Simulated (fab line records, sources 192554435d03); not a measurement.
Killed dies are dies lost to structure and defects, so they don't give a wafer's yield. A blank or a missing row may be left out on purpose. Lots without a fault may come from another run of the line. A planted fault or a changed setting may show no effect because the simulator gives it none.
A struck lot beside a sound one | flow n5_finfet | 43 steps out of a route of 1938
Sound: wafers L155.1, L155.5, L155.6. Struck: wafer L167.2. (L167.3 of the same lot was not struck and is left out.) The cause comes at the end.
At each step with rows: each side's tool, then ch and its chambers, then its first start. Under that, the readings that differ: sound wafers | struck wafers | difference of the means | sigmas: that difference in standard deviations of wafers without a fault.
alike: readings whose means differ by less than 2 such deviations, and words and numbers that are the same on both sides. not compared: withheld readings, readings that some wafer has no value for, bounds like >300 that may hide the same value, and numbers for which the record gives no deviation and whose values overlap.
The two part at a step that has a row with sigmas, a row that says differs or no value, or rows on one side only. Numbers that don't overlap but have no deviation are shown without sigmas and don't part them. A reading that every wafer of one side lacks parts them only if that side has two wafers or more.

N5_BEOL_M1_INSPECT_30: inspects for defects (brightfield).
  sound on defect_inspect-02, day 8 14:38; struck on defect_inspect-01, day 11 05:38
  alike: raw_defect_count
then, 5 steps without rows for these wafers: N5_BEOL_M1_DESCUM_33 (chemistry O2, time 7 s); N5_BEOL_M1_ETCH_77 (etches underlayer in N2/H2, target depth 6.5 nm, time 5.2 s); N5_BEOL_M1_ETCH_69 (etches SiARC in CF4, target depth 15.6 nm, time 26 s); N5_BEOL_M1_ALD_98 (deposits SiO2, target thk 2.5 nm, pulse time 1 s, co reactant pulse time 1 s); N5_BEOL_M1_ETCHBACK_99 (etches SiO2 in CHF3, target depth 5 nm, time 10.4 s).
N5_BEOL_M1_ETCH_70: etches SOC in N2/H2, target depth 80 nm, overetch 16 nm, time 120 s.
  sound on rie_diel-01 ch 1,2, day 8 23:53; struck on rie_diel-01 ch 3, day 11 16:17
  reading                | sound             | struck | difference | sigmas
  rf_vpp_V (V)           | 519.4 524.1 521.0 | 527.4  | +5.9       | +2
  throttle_valve_pct (%) | 18.20 18.04 18.20 | 17.68  | -0.47      | -3
  alike: chamber_pressure_mTorr, drypump_motor_current_A, h2_flow_sccm, n2_flow_sccm, oes_product_au, showerhead_plenum_p_Torr
  not compared: rf_hours_counter_h
then, 5 steps without rows for these wafers: N5_BEOL_M1_STRIP_71 (strips in N2/H2); N5_BEOL_M1_STRIP_78 (strips in N2/H2); N5_BEOL_M1_VIA_ETCH_34 (etches the open film in C4F6/O2, target depth 67.8 nm, time 64.4 s); N5_BEOL_M1_STRIP_83 (strips in C4F6/O2); N5_BEOL_M1_STRIP_36 (strips in N2/H2).
N5_BEOL_M1_TRENCH_ETCH_37: etches SiOC in C4F6/O2, target depth 55.207 nm, time 29 s.
  sound on rie_diel-01 ch 1,2, day 9 00:05; struck on rie_diel-01 ch 3, day 11 16:29
  reading                                    | sound             | struck | difference | sigmas
  throttle_valve_pct (%)                     | 21.13 21.06 21.13 | 20.64  | -0.47      | -3
  model.etch.depth_nm (nm)                   | 53.88 54.72 53.69 | 29.37  | -24.73     |
  model.BEOL_M1.feature_depth_nm (nm)        | 53.8 54.8 53.6    | 29.4   | -24.7      |
  model.TiN_of_BEOL_M1_HM_DEP_02.thk_nm (nm) | 17.8 18 17.8      | 19     | +1         |
  alike: chamber_pressure_mTorr, drypump_motor_current_A, oes_product_au, rf_vpp_V, showerhead_plenum_p_Torr
  not compared: rf_hours_counter_h
then, 2 steps without rows for these wafers: N5_BEOL_M1_ETCH_41 (etches SiCN in CH3F/O2, target depth 31.9 nm, time 57.8 s); N5_BEOL_M1_STRIP_97 (strips in N2/H2, time 10 s).
N5_BEOL_M1_OCD_MEAS_38:
  sound on ocd-02, day 9 00:14; struck on ocd-02, day 11 16:38
  reading              | sound          | struck | difference | sigmas
  trench_depth_nm (nm) | 54.2 54.9 53.6 | 29.1   | -25.1      | -33
then, 4 steps without rows for these wafers: N5_BEOL_M1_HM_STRIP_39 (strips TiN in peroxide tin strip, target depth 25 nm, time 158 s); N5_BEOL_M1_SRD_40 (time 30 s); N5_BEOL_M1_PRECLEAN_42 (cleans in residue remover, time 60 s); N5_BEOL_M1_SRD_43 (time 30 s).
N5_BEOL_M1_CD_MEAS_35: target cd 18 nm, target cd y 21 nm.
  sound on cd_sem-01, day 9 00:23; struck on cd_sem-02, day 11 16:47
  reading    | sound          | struck | difference | sigmas
  cd_nm (nm) | 18.3 17.9 18.0 | 17.4   | -0.7       | -2
then, 9 steps without rows for these wafers: N5_BEOL_M1_DEGAS_44 (time 60 s); N5_BEOL_M1_PRE_CLEAN_45 (time 30 s); N5_BEOL_M1_ALD_84 (deposits TaN, pulse time 2 s, purge time 3 s, co reactant purge time 2 s); N5_BEOL_M1_SURFACE_TREAT_85; N5_BEOL_M1_CVD_47 (deposits Co from CCTBA/H2, target thk 3 nm, time 223.8 s); N5_BEOL_M1_SPUTTER_48 (material Cu, target thk 4.5 nm, time 8.29 s); N5_BEOL_M1_ANNEAL_49 (time 240 s); N5_BEOL_M1_SPUTTER_79 (material Cu, target thk 4.5 nm, time 8.29 s); N5_BEOL_M1_ANNEAL_80 (time 240 s).
N5_BEOL_M1_SPUTTER_81: material Cu, target thk 4.5 nm, time 8.29 s.
  sound on pvd_sputter-03, day 9 01:49; struck on pvd_sputter-01, day 11 18:05
  alike: throttle_valve_pct
N5_BEOL_M1_ANNEAL_82: time 240 s.
  sound on pvd_sputter-03, day 9 01:54; struck on pvd_sputter-01, day 11 18:10
  alike: heater_power_w
then, 6 steps without rows for these wafers: N5_BEOL_M1_SPUTTER_86 (material Cu, target thk 4.5 nm, time 8.29 s); N5_BEOL_M1_ANNEAL_87 (time 240 s); N5_BEOL_M1_SPUTTER_88 (material Cu, target thk 4.5 nm, time 8.29 s); N5_BEOL_M1_ANNEAL_89 (time 240 s); N5_BEOL_M1_SPUTTER_90 (material Cu, target thk 4.5 nm, time 8.29 s); N5_BEOL_M1_ANNEAL_91 (time 240 s).
N5_BEOL_M1_SPUTTER_92: material Cu, target thk 4.5 nm, time 8.29 s.
  sound on pvd_sputter-03, day 9 02:42; struck on pvd_sputter-01, day 11 18:58
  alike: throttle_valve_pct
N5_BEOL_M1_ANNEAL_93: time 240 s.
  sound on pvd_sputter-03, day 9 02:47; struck on pvd_sputter-01, day 11 19:02
  alike: heater_power_w
then, 2 steps without rows for these wafers: N5_BEOL_M1_SPUTTER_94 (material Cu, target thk 4.5 nm, time 8.29 s); N5_BEOL_M1_ANNEAL_95 (time 240 s).
-- the record jumps here: 5 days lie between the struck wafers' starts before and after (it left off in module BEOL_M1 and takes up again in module BEOL_M4, whose first step shown is number 1111 of the route) --
N5_BEOL_M4_RC_MEAS_101:
  sound on prober-02 ch 0, day 13 23:03; struck on prober-01 ch 0, day 16 08:21
  reading                      | sound             | struck | difference | sigmas
  CHAIN_V0 (ohm/link)          | 233 235 231       | 280    | +47        | +5
  CHAIN_V0_max_site (ohm/link) | 242 242 241       | 285    | +43        | +4
  IOFF_P (nA/um)               | 0.188 0.181 0.184 | 0.258  | +0.074     | +3
  alike: DIBL_N, DIBL_P, IOFF_N, ION_N, ION_P, SS_N, SS_P, VT_N, VT_P

WHERE THEY PART
First at N5_BEOL_M1_ETCH_70; last, within this record, at N5_BEOL_M4_RC_MEAS_101.

WHY: what the simulator had put in
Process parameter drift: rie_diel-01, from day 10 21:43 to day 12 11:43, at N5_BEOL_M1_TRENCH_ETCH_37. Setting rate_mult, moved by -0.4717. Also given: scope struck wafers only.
